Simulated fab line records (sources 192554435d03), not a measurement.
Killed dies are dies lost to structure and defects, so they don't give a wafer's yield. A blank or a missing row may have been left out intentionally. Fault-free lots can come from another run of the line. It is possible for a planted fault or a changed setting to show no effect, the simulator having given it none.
fab line records | flow n5_finfet
record lots=6 | wafers=18 | last_day=17
route steps=1938 shown BEOL_M10@1531 BEOL_M11@1536 PASSIVATION@1936
lots that met no fault: taken from a fault-free run of the same line
start_h: the number of hours between the record's first day and the start of the first shown wafer of the lot | wait_h: hours elapsed since this lot's preceding step | " repeats the value in the row above | L1.1+2: a single row standing in for several wafers | - no value, or no start given | * or withheld: withheld | < > ~ a bound
route shown NAME@n: names a module that has steps shown in the file, with the first one's number in the route | usual: the fault-free wafers' mean and standard deviation | same: alike in all rows | chamber/n: place in a boat | sites: readings site by site | _std_site: standard deviation across them | _edge_site: mean of outer sites minus mean of inner sites | radius_mm: for every site, how far away it sits from the centre of the wafer | mask NAME#n: copy n | behind: the tool/chamber that last shaped the wafer | hold: cause of the lot's hold/its duration in hours/its outcome | device: transistor that didn't switch, given as n, p or np | end of line: tests run on the same wafers once the route is complete | a step without rows: its recipe alone | killed: at the first sort, the dies lost to defects and structure; wafer yield is something else | map: dies across one wafer; x = killed, . = not, _ = none there
set.NAME: the run value of the setting; set.NAME@STEP: its run value at that earlier step | model.NAME: the simulator's own value behind a step, which no gauge read
a table for each step, a row for each wafer; lots at some steps of the route
services: a tool's chamber out of use, with start hour (start_h, from the record's first day; less than 0 if before it), hours out, and reason
## steps
# step N5_BEOL_M10_THK_MEAS_53
# recipe thk_meas_gauge=xrf | reads=Cu_of_BEOL_M10_ECD_50
# usual M10_THK=141.9/2.3
lot.wafer | tool          | chamber | start_h | wait_h | M10_THK[nm]
L794.2    | film_metro-01 | -       | 228.09  | -      | 142.6
L794.3    | "             | -       | "       | "      | 140.1
L794.6    | "             | -       | "       | "      | 136.9
L799.1    | film_metro-02 | -       | 291.99  | -      | 140.6
L799.3    | "             | -       | "       | "      | 141.4
L799.5    | "             | -       | "       | "      | 140.9
L807.1    | film_metro-01 | -       | 311.68  | -      | 137.3
L807.2    | "             | -       | "       | "      | 142.7
L807.4    | "             | -       | "       | "      | 142.1
L806.2    | film_metro-01 | -       | 326.56  | -      | 143.4
L806.5    | "             | -       | "       | "      | 139.9
L806.6    | "             | -       | "       | "      | 142.6
L812.2    | film_metro-02 | -       | 353.90  | -      | 144.5
L812.3    | "             | -       | "       | "      | 138.0
L812.6    | "             | -       | "       | "      | 142.6
L816.2    | film_metro-01 | -       | 360.43  | -      | 135.9
L816.4    | "             | -       | "       | "      | 138.8
L816.6    | "             | -       | "       | "      | 139.8
# step N5_BEOL_M10_PRE_CLEAN_55
# recipe gas=NH3 | time_s=15 | temp_c=withheld | rf_power_w=300
# step N5_BEOL_M10_DEP_56
# recipe material=SiCN | target_thk_a=150 | temp_c=withheld | precursor=3MS/NH3 | pressure_torr=3 | rf_w=202 | time_s=26.5
# usual showerhead_plenum_p_Torr=3.667/0.016 | throttle_valve_pct=9.1/0.61
# same time_s=26.5
lot.wafer | tool     | chamber | start_h | wait_h | showerhead_plenum_p_Torr | throttle_valve_pct
L794.2    | pecvd-01 | 1       | 228.16  | 0.0    | 3.649                    | 9.3
L794.3    | "        | 0       | "       | "      | 3.670                    | 9.2
L794.6    | "        | 0       | "       | "      | 3.689                    | 9.2
L799.1    | pecvd-03 | 2       | 292.06  | 0.0    | 3.669                    | 8.0
L799.3    | "        | 0       | "       | "      | 3.679                    | 9.8
L799.5    | "        | 0       | "       | "      | 3.680                    | 10.1
L807.1    | pecvd-04 | 0       | 311.74  | 0.0    | 3.607                    | 9.4
L807.2    | "        | 2       | "       | "      | 3.658                    | 8.3
L807.4    | "        | 0       | "       | "      | 3.620                    | 9.9
L806.2    | pecvd-03 | 2       | 326.62  | 0.0    | 3.657                    | 8.3
L806.5    | "        | 0       | "       | "      | 3.671                    | 10.4
L806.6    | "        | 2       | "       | "      | 3.667                    | 8.4
L812.2    | pecvd-01 | 2       | 353.96  | 0.0    | 3.676                    | 8.5
L812.3    | "        | 1       | "       | "      | 3.660                    | 9.3
L812.6    | "        | 0       | "       | "      | 3.691                    | 9.4
L816.2    | pecvd-01 | 1       | 360.49  | 0.0    | 3.670                    | 9.5
L816.4    | "        | 1       | "       | "      | 3.662                    | 9.3
L816.6    | "        | 0       | "       | "      | 3.698                    | 9.4
# step N5_BEOL_M10_RS_MEAS_57
# recipe thk_meas_gauge=four-point-probe | reads=Cu_of_BEOL_M10_ECD_50+Co_of_BEOL_M10_CVD_75+TaN_of_BEOL_M10_ALD_74
# usual M10_RS=0.1505/0.0023
lot.wafer | tool          | chamber | start_h | wait_h | M10_RS[ohm/sq]
L794.2    | film_metro-02 | -       | 228.23  | 0.1    | 0.1477
L794.3    | "             | -       | "       | "      | 0.1506
L794.6    | "             | -       | "       | "      | 0.1531
L799.1    | film_metro-01 | -       | 292.13  | 0.1    | 0.1512
L799.3    | "             | -       | "       | "      | 0.1493
L799.5    | "             | -       | "       | "      | 0.1503
L807.1    | film_metro-02 | -       | 311.81  | 0.1    | 0.1552
L807.2    | "             | -       | "       | "      | 0.1493
L807.4    | "             | -       | "       | "      | 0.1501
L806.2    | film_metro-01 | -       | 326.70  | 0.1    | 0.1485
L806.5    | "             | -       | "       | "      | 0.1530
L806.6    | "             | -       | "       | "      | 0.1498
L812.2    | film_metro-01 | -       | 354.04  | 0.1    | 0.1491
L812.3    | "             | -       | "       | "      | 0.1561
L812.6    | "             | -       | "       | "      | 0.1513
L816.2    | film_metro-02 | -       | 360.56  | 0.1    | 0.1583
L816.4    | "             | -       | "       | "      | 0.1539
L816.6    | "             | -       | "       | "      | 0.1528
# step N5_BEOL_M10_INSPECT_58
# recipe inspect_instrument=darkfield | mode=post_dep
# usual raw_defect_count=83/29
lot.wafer | tool              | chamber | start_h | wait_h | raw_defect_count
L794.2    | defect_inspect-02 | -       | 228.26  | 0.0    | 98
L794.3    | "                 | -       | "       | "      | 90
L794.6    | "                 | -       | "       | "      | 50
L799.1    | defect_inspect-01 | -       | 292.15  | 0.0    | 65
L799.3    | "                 | -       | "       | "      | 63
L799.5    | "                 | -       | "       | "      | 76
L807.1    | defect_inspect-02 | -       | 311.84  | 0.0    | 106
L807.2    | "                 | -       | "       | "      | 50
L807.4    | "                 | -       | "       | "      | 89
L806.2    | defect_inspect-01 | -       | 326.72  | 0.0    | 36
L806.5    | "                 | -       | "       | "      | 73
L806.6    | "                 | -       | "       | "      | 74
L812.2    | defect_inspect-02 | -       | 354.06  | 0.0    | 48
L812.3    | "                 | -       | "       | "      | 59
L812.6    | "                 | -       | "       | "      | 52
L816.2    | defect_inspect-02 | -       | 360.59  | 0.0    | 50
L816.4    | "                 | -       | "       | "      | 35
L816.6    | "                 | -       | "       | "      | 51
# step N5_BEOL_M11_ILD_DEP_00
# recipe material=SiCOH_lowk | target_thk_a=3085.1 | temp_c=300 | precursor=DEMS/porogen | pressure_torr=5 | rf_w=500 | time_s=58
# usual heater_power_w=286/48 | showerhead_plenum_p_Torr=5.735/0.022 | throttle_valve_pct=13.9/0.75
# same time_s=58
lot.wafer | tool     | chamber | start_h | wait_h | heater_power_w | showerhead_plenum_p_Torr | throttle_valve_pct
L794.2    | pecvd-01 | 0       | 228.29  | 0.0    | 351            | 5.742                    | 14.3
L794.3    | "        | 1       | "       | "      | 353            | 5.717                    | 14.6
L794.6    | "        | 1       | "       | "      | 341            | 5.719                    | 14.4
L799.1    | pecvd-01 | 1       | 292.19  | 0.0    | 294            | 5.730                    | 14.8
L799.3    | "        | 2       | "       | "      | 290            | 5.766                    | 13.1
L799.5    | "        | 1       | "       | "      | 311            | 5.727                    | 14.5
L807.1    | pecvd-02 | 1       | 311.88  | 0.0    | 280            | 5.767                    | 14.7
L807.2    | "        | 2       | "       | "      | 287            | 5.766                    | 14.4
L807.4    | "        | 1       | "       | "      | 281            | 5.761                    | 14.6
L806.2    | pecvd-01 | 0       | 326.76  | 0.0    | 344            | 5.758                    | 14.2
L806.5    | "        | 1       | "       | "      | 353            | 5.714                    | 14.4
L806.6    | "        | 0       | "       | "      | 357            | 5.761                    | 14.3
L812.2    | pecvd-02 | 1       | 354.10  | 0.0    | 285            | 5.761                    | 14.5
L812.3    | "        | 0       | "       | "      | 278            | 5.727                    | 14.1
L812.6    | "        | 2       | "       | "      | 309            | 5.740                    | 14.7
L816.2    | pecvd-04 | 2       | 360.63  | 0.0    | 195            | 5.735                    | 12.3
L816.4    | "        | 2       | "       | "      | 200            | 5.732                    | 12.7
L816.6    | "        | 1       | "       | "      | 256            | 5.737                    | 13.7
# step N5_BEOL_M11_CURE_71
# recipe temp_c=385 | time_s=240 | ambient=He/Ar | material=SiCOH_lowk
# usual lamp_power_pct=52.32/0.056 | wafer_temp_C_max=387.1/0.88
# same time_s=240
lot.wafer | tool       | chamber | start_h | wait_h | lamp_power_pct | wafer_temp_C_max
L794.2    | uv_cure-02 | 2       | 228.53  | 0.2    | 52.33          | 388.5
L794.3    | "          | 2       | "       | "      | 52.23          | 388.6
L794.6    | "          | 2       | "       | "      | 52.30          | 388.1
L799.1    | uv_cure-01 | 0       | 292.27  | 0.0    | 52.31          | 385.6
L799.3    | "          | 0       | "       | "      | 52.42          | 385.8
L799.5    | "          | 0       | "       | "      | 52.30          | 385.9
L807.1    | uv_cure-01 | 2       | 312.05  | 0.1    | 52.30          | 386.8
L807.2    | "          | 2       | "       | "      | 52.33          | 386.6
L807.4    | "          | 2       | "       | "      | 52.38          | 386.8
L806.2    | uv_cure-02 | 1       | 326.94  | 0.2    | 52.33          | 387.2
L806.5    | "          | 1       | "       | "      | 52.34          | 387.2
L806.6    | "          | 1       | "       | "      | 52.36          | 386.5
L812.2    | uv_cure-01 | 2       | 354.26  | 0.1    | 52.23          | 386.4
L812.3    | "          | 2       | "       | "      | 52.28          | 387.3
L812.6    | "          | 2       | "       | "      | 52.30          | 386.3
L816.2    | uv_cure-02 | 0       | 360.78  | 0.1    | 52.35          | 385.9
L816.4    | "          | 0       | "       | "      | 52.37          | 386.4
L816.6    | "          | 0       | "       | "      | 52.41          | 386.1
# step N5_BEOL_M11_THK_MEAS_01
# recipe reads=SiCOH_lowk_of_BEOL_M11_ILD_DEP_00
# usual M11_ILD_THK=267.0/3
lot.wafer | tool          | chamber | start_h | wait_h | M11_ILD_THK[nm]
L794.2    | film_metro-01 | -       | 229.36  | 0.7    | 265.5
L794.3    | "             | -       | "       | "      | 266.3
L794.6    | "             | -       | "       | "      | 269.5
L799.1    | film_metro-02 | -       | 292.78  | 0.4    | 265.9
L799.3    | "             | -       | "       | "      | 267.3
L799.5    | "             | -       | "       | "      | 269.8
L807.1    | film_metro-01 | -       | 313.04  | 0.8    | 268.6
L807.2    | "             | -       | "       | "      | 263.2
L807.4    | "             | -       | "       | "      | 268.1
L806.2    | film_metro-02 | -       | 327.38  | 0.4    | 268.0
L806.5    | "             | -       | "       | "      | 266.0
L806.6    | "             | -       | "       | "      | 270.5
L812.2    | film_metro-02 | -       | 354.69  | 0.4    | 264.3
L812.3    | "             | -       | "       | "      | 266.3
L812.6    | "             | -       | "       | "      | 271.1
L816.2    | film_metro-01 | -       | 361.22  | 0.4    | 264.1
L816.4    | "             | -       | "       | "      | 268.3
L816.6    | "             | -       | "       | "      | 267.7
# step N5_BEOL_M11_PECVD_70
# recipe material=SiO2 | target_thk_a=200 | temp_c=400 | precursor=TEOS/O2 | pressure_torr=5.5 | rf_w=450 | teos_flow_sccm=53.8 | gas=O2 | flow_sccm=3000 | time_s=22.7
# usual heater_power_w=700/83 | showerhead_plenum_p_Torr=8.79/0.081 | throttle_valve_pct=22.6/1.1
# same time_s=22.7
lot.wafer | tool     | chamber | start_h | wait_h | heater_power_w | showerhead_plenum_p_Torr | throttle_valve_pct
L794.2    | pecvd-02 | 2       | 229.40  | 0.0    | 666            | 8.84                     | 23.3
L794.3    | "        | 0       | "       | "      | 749            | 8.72                     | 22.7
L794.6    | "        | 0       | "       | "      | 731            | 8.74                     | 22.5
L799.1    | pecvd-01 | 1       | 292.82  | 0.0    | 738            | 8.76                     | 23.6
L799.3    | "        | 0       | "       | "      | 805            | 8.87                     | 22.8
L799.5    | "        | 1       | "       | "      | 759            | 8.76                     | 23.5
L807.1    | pecvd-04 | 0       | 313.08  | 0.0    | 611            | 8.53                     | 23.2
L807.2    | "        | 2       | "       | "      | 510            | 8.73                     | 20.1
L807.4    | "        | 1       | "       | "      | 567            | 8.79                     | 22.2
L806.2    | pecvd-02 | 1       | 327.41  | 0.0    | 670            | 8.88                     | 23.2
L806.5    | "        | 2       | "       | "      | 658            | 8.81                     | 23.3
L806.6    | "        | 0       | "       | "      | 699            | 8.76                     | 22.8
L812.2    | pecvd-01 | 0       | 354.73  | 0.0    | 815            | 8.88                     | 22.8
L812.3    | "        | 2       | "       | "      | 797            | 8.78                     | 21.0
L812.6    | "        | 2       | "       | "      | 799            | 8.80                     | 21.1
L816.2    | pecvd-01 | 2       | 361.25  | 0.0    | 695            | 8.81                     | 21.2
L816.4    | "        | 2       | "       | "      | 714            | 8.82                     | 20.7
L816.6    | "        | 0       | "       | "      | 821            | 8.88                     | 22.9
# step N5_BEOL_M11_HM_DEP_02
# recipe material=TiN | target_thk_a=200 | temp_c=25 | chamber_pressure_pa=0.49996
# step N5_BEOL_M11_COAT_59
# recipe resist=SOC | temp_c=250 | time_s=60 | spin_rpm=1500 | resist_thk_nm=100
# step N5_BEOL_M11_COAT_60
# recipe resist=SiARC | temp_c=220 | time_s=60 | spin_rpm=1500 | resist_thk_nm=30
# step N5_BEOL_M11_COAT_05
# recipe resist=CAR-ArF | spin_rpm=1500 | resist_thk_nm=90
# usual spin_speed_rpm=1500.0/1
lot.wafer | tool           | chamber | start_h | wait_h | spin_speed_rpm | model.CAR-ArF_of_BEOL_M11_COAT_05.thk_nm
L794.2    | litho_track-05 | 0       | 230.73  | -      | 1499.8         | 90.6
L794.3    | "              | 0       | "       | "      | 1500.3         | 90.8
L794.6    | "              | 0       | "       | "      | 1500.2         | 90.6
L799.1    | litho_track-05 | 0       | 294.00  | -      | 1498.5         | 90.2
L799.3    | "              | 0       | "       | "      | 1500.0         | 90
L799.5    | "              | 0       | "       | "      | 1500.4         | 90
L807.1    | litho_track-03 | 0       | 314.39  | -      | 1469.0         | 90.8
L807.2    | "              | 0       | "       | "      | 1470.7         | 91
L807.4    | "              | 0       | "       | "      | 1469.1         | 91.2
L806.2    | litho_track-03 | 0       | 328.25  | -      | 1471.4         | 91
L806.5    | "              | 0       | "       | "      | 1472.6         | 90.6
L806.6    | "              | 0       | "       | "      | 1472.5         | 90.6
L812.2    | litho_track-05 | 0       | 355.63  | -      | 1500.8         | 89.6
L812.3    | "              | 0       | "       | "      | 1500.2         | 90
L812.6    | "              | 0       | "       | "      | 1500.4         | 90
L816.2    | litho_track-04 | 0       | 362.77  | -      | 1498.3         | 90.2
L816.4    | "              | 0       | "       | "      | 1498.8         | 90
L816.6    | "              | 0       | "       | "      | 1498.2         | 89.6
# step N5_BEOL_M11_EBR_07
# recipe solvent=PGMEA | ebr_width_mm=1.5
# step N5_BEOL_M11_SOFTBAKE_06
# recipe temp_c=110 | time_s=60 | resist=CAR-ArF
# step N5_BEOL_M11_EXPOSE_08
# recipe mask_id=M11 | na=1.35 | source_shape=dipole | sigma_inner=0.411 | sigma_outer=0.611 | polarization=te | dose_mj=53.75
# step N5_BEOL_M11_PEB_09
# recipe peb_temp_c=withheld | peb_time_s=60 | resist=CAR-ArF
# step N5_BEOL_M11_DEVELOP_10
# recipe develop_time_s=30 | developer=TMAH | resist=CAR-ArF | rinse_liquid=diw | dry=air_spin | dev_temp_c=23
# step N5_BEOL_M11_CD_MEAS_11
# recipe target_cd_nm=64.1 | landing_energy_ev=500 | detector=se_inlens | polarity=opening
# usual cd_nm=64.0/0.56
lot.wafer | tool      | chamber | start_h | wait_h | cd_nm
L794.2    | cd_sem-02 | 0       | 231.09  | -      | 64.4
L794.3    | "         | 0       | "       | "      | 64.5
L794.6    | "         | 0       | "       | "      | 64.0
L799.1    | cd_sem-03 | 0       | 294.36  | -      | 64.0
L799.3    | "         | 0       | "       | "      | 63.8
L799.5    | "         | 0       | "       | "      | 63.6
L807.1    | cd_sem-03 | 0       | 314.64  | -      | 64.1
L807.2    | "         | 0       | "       | "      | 63.0
L807.4    | "         | 0       | "       | "      | 63.3
L806.2    | cd_sem-02 | 0       | 328.62  | -      | 63.0
L806.5    | "         | 0       | "       | "      | 62.4
L806.6    | "         | 0       | "       | "      | 63.6
L812.2    | cd_sem-01 | 0       | 356.00  | -      | 63.3
L812.3    | "         | 0       | "       | "      | 63.1
L812.6    | "         | 0       | "       | "      | 63.3
L816.2    | cd_sem-03 | 0       | 363.13  | -      | 64.0
L816.4    | "         | 0       | "       | "      | 63.9
L816.6    | "         | 0       | "       | "      | 64.1
# step N5_BEOL_M11_OVL_MEAS_12
# recipe points_per_wafer=44
# usual M11_OVL=0.3/0.71
lot.wafer | tool       | chamber | start_h | wait_h | M11_OVL[nm]
L794.2    | overlay-01 | 0       | 231.12  | 0.0    | 0.1
L794.3    | "          | 0       | "       | "      | 0.7
L794.6    | "          | 0       | "       | "      | 0.8
L799.1    | overlay-02 | 0       | 294.39  | 0.0    | -0.4
L799.3    | "          | 0       | "       | "      | 0.7
L799.5    | "          | 0       | "       | "      | 0.7
L807.1    | overlay-02 | 0       | 314.67  | 0.0    | 1.6
L807.2    | "          | 0       | "       | "      | 1.7
L807.4    | "          | 0       | "       | "      | 1.3
L806.2    | overlay-02 | 0       | 328.65  | 0.0    | 0.4
L806.5    | "          | 0       | "       | "      | 1.0
L806.6    | "          | 0       | "       | "      | 0.1
L812.2    | overlay-01 | 0       | 356.03  | 0.0    | 0.1
L812.3    | "          | 0       | "       | "      | -0.4
L812.6    | "          | 0       | "       | "      | -0.3
L816.2    | overlay-01 | 0       | 363.16  | 0.0    | 0.1
L816.4    | "          | 0       | "       | "      | -0.7
L816.6    | "          | 0       | "       | "      | 1.0
# step N5_BEOL_M11_INSPECT_13
# recipe mode=adi | inspect_instrument=brightfield
# usual raw_defect_count=462/100
lot.wafer | tool              | chamber | start_h | wait_h | raw_defect_count
L794.2    | defect_inspect-01 | -       | 231.14  | 0.0    | 481
L794.3    | "                 | -       | "       | "      | 333
L794.6    | "                 | -       | "       | "      | 360
L799.1    | defect_inspect-01 | -       | 294.42  | 0.0    | 681
L799.3    | "                 | -       | "       | "      | 460
L799.5    | "                 | -       | "       | "      | 415
L807.1    | defect_inspect-01 | -       | 314.69  | 0.0    | 581
L807.2    | "                 | -       | "       | "      | 504
L807.4    | "                 | -       | "       | "      | 471
L806.2    | defect_inspect-02 | -       | 328.67  | 0.0    | 384
L806.5    | "                 | -       | "       | "      | 769
L806.6    | "                 | -       | "       | "      | 555
L812.2    | defect_inspect-01 | -       | 356.05  | 0.0    | 460
L812.3    | "                 | -       | "       | "      | 496
L812.6    | "                 | -       | "       | "      | 482
L816.2    | defect_inspect-01 | -       | 363.18  | 0.0    | 375
L816.4    | "                 | -       | "       | "      | 477
L816.6    | "                 | -       | "       | "      | 394
# step N5_BEOL_M11_DESCUM_16
# recipe chemistry=O2 | time_s=7.9 | source_power_w=50 | bias_power_w=20 | pressure_mtorr=20 | rf_frequency_hz=2.712e+07 | temp_c=40 | resist=CAR-ArF | o2_flow_sccm=225
# usual drypump_motor_current_A=5.8/0.53 | oes_product_au=0.79/0.1 | rf_vpp_V=243.1/1.4 | showerhead_plenum_p_Torr=2.09/0.071 | temp_c=40.01/0.11 | throttle_valve_pct=20.49/0.27
# same time_s=7.9
lot.wafer | tool        | chamber | start_h | wait_h | drypump_motor_current_A | oes_product_au | rf_hours_counter_h | rf_vpp_V | showerhead_plenum_p_Torr | temp_c | throttle_valve_pct
L794.2    | rie_diel-04 | 3       | 231.18  | 0.0    | 5.7                     | 1.00           | 1                  | 244.9    | 2.23                     | 40.07  | 20.43
L794.3    | "           | 0       | "       | "      | 6.1                     | 0.71           | 196                | 242.4    | 2.08                     | 39.99  | 20.62
L794.6    | "           | 0       | "       | "      | 6.1                     | 0.71           | -                  | 242.3    | 2.08                     | 40.18  | 20.63
L799.1    | rie_diel-02 | 3       | 294.45  | 0.0    | 4.8                     | 0.70           | 219                | 241.7    | 2.07                     | 40.01  | 20.71
L799.3    | "           | 2       | "       | "      | 5.7                     | 0.72           | 168                | 242.3    | 2.10                     | 40.13  | 20.31
L799.5    | "           | 3       | "       | "      | 4.8                     | 0.71           | -                  | 243.1    | 2.07                     | 40.23  | 20.71
L807.1    | rie_diel-05 | 1       | 314.73  | 0.0    | 6.7                     | 0.67           | 248                | 243.9    | 2.05                     | 39.90  | 20.72
L807.2    | "           | 2       | "       | "      | 5.5                     | 0.87           | 27                 | 240.7    | 2.04                     | 40.21  | 20.04
L807.4    | "           | 2       | "       | "      | 5.5                     | 0.89           | -                  | 243.1    | 2.04                     | 40.00  | 20.04
L806.2    | rie_diel-02 | 2       | 328.74  | 0.1    | 5.6                     | 0.73           | 181                | 243.2    | 2.09                     | 40.18  | 20.32
L806.5    | "           | 3       | "       | "      | 4.8                     | 0.70           | -                  | 242.3    | 2.07                     | 39.80  | 20.75
L806.6    | "           | 0       | "       | "      | 6.0                     | 0.98           | -                  | 243.6    | 2.05                     | 39.98  | 20.50
L812.2    | rie_diel-04 | 1       | 356.36  | 0.3    | 6.6                     | 0.73           | 216                | 241.2    | 1.99                     | 39.96  | 20.68
L812.3    | "           | 3       | "       | "      | 5.7                     | 0.89           | 40                 | 244.6    | 2.22                     | 39.98  | 20.51
L812.6    | "           | 1       | "       | "      | 6.6                     | 0.72           | -                  | 241.5    | 1.99                     | 40.10  | 20.68
L816.2    | rie_diel-02 | 1       | 363.22  | 0.0    | 5.9                     | 0.86           | 66                 | 244.2    | 2.20                     | 39.95  | 20.07
L816.4    | "           | 3       | "       | "      | 4.7                     | 0.70           | 243                | 244.0    | 2.07                     | 40.11  | 20.77
L816.6    | "           | 3       | "       | "      | 4.7                     | 0.70           | -                  | 242.4    | 2.07                     | 40.14  | 20.76
# step N5_BEOL_M11_ETCH_61
# recipe chemistry=CF4 | target=SiARC | target_depth_a=390 | mask_material=CAR-ArF | time_s=65 | ion_energy_ev=80 | pressure_mtorr=40 | source_w=545 | bias_w=36 | Ar_flow_sccm=100 | cf4_flow_sccm=100 | ends=cleared
# usual drypump_motor_current_A=5.8/0.53 | etch_rf_on_time_s=64.8/0.88 | oes_product_au=0.67/0.089 | rf_vpp_V=184.1/1.2 | showerhead_plenum_p_Torr=2.15/0.071 | throttle_valve_pct=15.69/0.27
lot.wafer | tool        | chamber | start_h | wait_h | drypump_motor_current_A | etch_rf_on_time_s | oes_product_au | rf_hours_counter_h | rf_vpp_V | showerhead_plenum_p_Torr | throttle_valve_pct | model.CAR-ArF_of_BEOL_M11_COAT_05.thk_nm
L794.2    | rie_diel-04 | 3       | 231.21  | 0.0    | 5.7                     | 62.8              | 0.86           | 1                  | 186.2    | 2.28                     | 15.56              | 56.2
L794.3    | "           | 0       | "       | "      | 6.1                     | 65.2              | 0.61           | 196                | 183.6    | 2.13                     | 15.81              | 56.2
L794.6    | "           | 0       | "       | "      | 6.1                     | 65.0              | 0.61           | -                  | 183.7    | 2.13                     | 15.83              | 56
L799.1    | rie_diel-02 | 3       | 294.49  | 0.0    | 4.7                     | 64.6              | 0.61           | 219                | 183.5    | 2.12                     | 15.92              | 55.8
L799.3    | "           | 2       | "       | "      | 5.6                     | 64.6              | 0.62           | 168                | 184.4    | 2.14                     | 15.48              | 55.4
L799.5    | "           | 3       | "       | "      | 4.7                     | 64.3              | 0.62           | -                  | 184.4    | 2.12                     | 15.91              | 55.4
L807.1    | rie_diel-05 | 1       | 314.78  | 0.0    | 6.7                     | 64.0              | 0.58           | 248                | 181.7    | 2.11                     | 16.00              | 56.2
L807.2    | "           | 2       | "       | "      | 5.5                     | 64.0              | 0.75           | 27                 | 182.6    | 2.10                     | 15.24              | 56.4
L807.4    | "           | 2       | "       | "      | 5.5                     | 63.8              | 0.76           | -                  | 183.1    | 2.10                     | 15.24              | 56.6
L806.2    | rie_diel-02 | 2       | 328.77  | 0.0    | 5.6                     | 65.9              | 0.61           | 181                | 183.0    | 2.13                     | 15.50              | 56.4
L806.5    | "           | 3       | "       | "      | 4.7                     | 65.4              | 0.60           | -                  | 184.3    | 2.12                     | 15.95              | 56
L806.6    | "           | 0       | "       | "      | 6.0                     | 64.4              | 0.83           | -                  | 184.5    | 2.11                     | 15.60              | 56
L812.2    | rie_diel-04 | 1       | 356.40  | 0.0    | 6.5                     | 64.5              | 0.61           | 216                | 181.5    | 2.04                     | 15.88              | 55.2
L812.3    | "           | 3       | "       | "      | 5.7                     | 64.3              | 0.76           | 40                 | 186.2    | 2.27                     | 15.62              | 55.4
L812.6    | "           | 1       | "       | "      | 6.6                     | 64.8              | 0.62           | -                  | 183.0    | 2.04                     | 15.88              | 55.4
L816.2    | rie_diel-02 | 1       | 363.25  | 0.0    | 5.9                     | 64.1              | 0.73           | 66                 | 184.8    | 2.26                     | 15.36              | 55.8
L816.4    | "           | 3       | "       | "      | 4.8                     | 65.1              | 0.60           | 243                | 183.9    | 2.12                     | 15.96              | 55.6
L816.6    | "           | 3       | "       | "      | 4.7                     | 64.8              | 0.59           | -                  | 184.6    | 2.12                     | 15.97              | 55.2
# step N5_BEOL_M11_ETCH_62
# recipe chemistry=N2/H2 | target=SOC | target_depth_a=1100 | overetch_a=220 | mask_material=SiARC | temp_c=40 | time_s=165 | ion_energy_ev=200 | pressure_mtorr=30 | source_w=840 | bias_w=150 | n2_flow_sccm=200 | h2_flow_sccm=200
# step N5_PASSIVATION_PROBE_49
# usual defect_limited_yield=91.1/1.4 | killed_at_M0_to_M3=33/10 | killed_at_M4_up=15/5.8 | killed_at_contacts=13/5.9 | killed_at_front_end=39/11 | killed_at_other=4/3.6 | killed_dies=105/16 | killed_open=68/11 | killed_short=34/7.8 | sort_bin_5_function=5.2/0.88 | sort_bin_6_memory=3.3/0.61 | sort_n_pass=1075/16 | sort_yield_pct=91.1/1.4
# same gross_dies=1180 | killed_at_back_side=0 | sort_bin_4_leakage[%]=0 | sort_bin_8_speed[%]=0
lot.wafer | tool      | chamber | start_h | wait_h | defect_limited_yield[%] | killed_at_M0_to_M3 | killed_at_M4_up | killed_at_contacts | killed_at_front_end | killed_at_other | killed_dies | killed_open | killed_short | sort_bin_5_function[%] | sort_bin_6_memory[%] | sort_n_pass | sort_yield_pct[%]
L799.3    | prober-01 | -       | 340.75  | 0.1    | 91.3                    | 11                 | 9               | 18                 | 63                  | 2               | 103         | 73          | 27           | 5.0                    | 3.6                  | 1077        | 91.3
L807.2    | prober-01 | -       | 358.37  | 0.1    | 91.2                    | 43                 | 12              | 13                 | 27                  | 9               | 104         | 64          | 37           | 4.5                    | 4.0                  | 1076        | 91.2
# killed by level:class
L799.3 STI_FIN_REVEAL:geometric_particle:open=16 MOL_CONTACT_COAG:geometric_particle:open=14 FIN_SAQP:geometric_particle:open=13 FIN_SAQP:geometric_particle:short=7 ILD0:geometric_particle:short=4 ILD0:geometric_particle:open=4 GATE_CUT:geometric_particle:short=4 GATE_CUT:geometric_particle:open=4
L807.2 BEOL_M2:geometric_particle:open=10 BEOL_M4:geometric_particle:open=9 BEOL_M1:geometric_particle:open=9 MOL_CONTACT_COAG:geometric_particle:open=8 BEOL_M0_SAQP:geometric_particle:short=8 FIN_SAQP:geometric_particle:short=7 DUMMY_GATE:geometric_particle:open=7 BEOL_M0_SAQP:geometric_particle:open=5
## services
tool        | chamber | start_h | hours | kind
pecvd-03    | -       | 205.57  | 2.8   | pm
rie_diel-02 | 2       | 206.69  | 6.6   | repair
pecvd-04    | -       | 229.84  | 4.3   | pm
pecvd-04    | -       | 236.77  | 3.5   | repair
uv_cure-02  | -       | 238.24  | 6.0   | pm
pecvd-04    | -       | 257.15  | 0.9   | repair
rie_diel-02 | 3       | 267.45  | 4.0   | repair
pecvd-01    | 2       | 275.48  | 5.5   | scheduled_down
rie_diel-02 | -       | 275.75  | 2.8   | pm
pecvd-01    | 0       | 280.94  | 2.1   | scheduled_down
pecvd-02    | 1       | 291.17  | 6.9   | repair
pecvd-04    | -       | 292.11  | 1.9   | repair
uv_cure-01  | -       | 299.81  | 3.4   | pm
rie_diel-02 | 0       | 303.00  | -     | clean
rie_diel-02 | 0       | 303.00  | -     | consumable_replace:focus_ring
rie_diel-02 | 0       | 303.00  | 19.1  | scheduled_down
uv_cure-02  | -       | 305.01  | 7.5   | pm
pecvd-03    | 2       | 307.31  | 8.5   | repair
pecvd-03    | -       | 318.67  | 1.6   | repair
uv_cure-01  | -       | 318.78  | 1.0   | pm
pecvd-01    | 2       | 326.37  | 11.2  | repair
uv_cure-01  | -       | 331.47  | 2.3   | repair
pecvd-03    | -       | 339.69  | 1.8   | repair
uv_cure-01  | -       | 343.58  | 1.4   | repair
## key
first_sign step=N5_BEOL_M11_COAT_05 | reading=spin_speed_rpm | direction=down | sigmas=28 | usual=* | struck=*
effect none on later readings
model_effect step=N5_BEOL_M11_COAT_05 | value=CAR-ArF_of_BEOL_M11_COAT_05.thk_nm | without=89.97 | struck=90.87
model_effect step=N5_BEOL_M11_ETCH_61 | value=CAR-ArF_of_BEOL_M11_COAT_05.thk_nm | without=55.47 | struck=56.27
met_at N5_BEOL_M11_COAT_05
struck_wafers L806.2,L806.5,L806.6,L807.1,L807.2,L807.4
fault kind=process_parameter_drift | tool=litho_track-03 | chamber=- | onset_h=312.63 | steps=N5_BEOL_M11_COAT_05 | channel=spin_rpm | offset=* | shape=step | end_h=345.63 | acts_in=* | stated=*
